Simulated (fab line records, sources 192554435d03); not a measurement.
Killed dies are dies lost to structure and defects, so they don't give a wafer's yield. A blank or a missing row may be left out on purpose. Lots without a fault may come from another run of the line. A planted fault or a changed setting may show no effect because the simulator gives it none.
Chamber matching | flow n5_finfet | N5_BEOL_M12_STRIP_71 on wet_bench-01: 7 sister chambers
The step strips in post etch residue remover, time 60 s. 7 wafers are shown with their chamber, then 6 later ones without.

WAFERS WITH THEIR CHAMBER
wafer  | chamber | run_length_s (s)
L167.5 | 0       | 64.6
L171.4 | 7       | 67.3
L172.2 | 1       | 66.4
L172.3 | 6       | 66.5
L172.4 | 3       | 66.1
L173.4 | 4       | 67.2
L173.5 | 2       | 67.4

WAFERS WITHOUT THEIR CHAMBER
wafer  | run_length_s (s)
L189.1 | 66.7
L189.5 | 67.0
L189.6 | 67.1
L190.2 | 64.3
L190.3 | 67.5
L190.6 | 66.4

WHICH CHAMBER EACH WENT THROUGH
wafer  | from the rows above               | in truth
L189.1 | can't be placed: 6 or 1 or 4      | 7
L189.5 | can't be placed: 4 or 7 or 2 or 6 | 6
L189.6 | can't be placed: 4 or 7 or 2      | 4
L190.2 | 0                                 | 0
L190.3 | can't be placed: 2 or 7 or 4      | 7
L190.6 | can't be placed: 1 or 6 or 3      | 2
Placed correctly: 1 of 6. Can't be placed from these rows: 5 (the true chamber is among the candidates in 3). Placed wrongly: 0.
How it was worked out, from the rows above alone: a wafer's distance from a chamber is the root of the sum, over the readings, of the square of ((its reading less the chamber's mean) divided by the reading's scatter). The wafer belongs to the nearest chamber; if the next one is less than 2 further off, it can't be placed. A chamber's mean is the mean of its shown wafers. The scatter: with one shown wafer a chamber, the root of the mean of the squares of how far each hidden wafer lies from its nearest shown one.
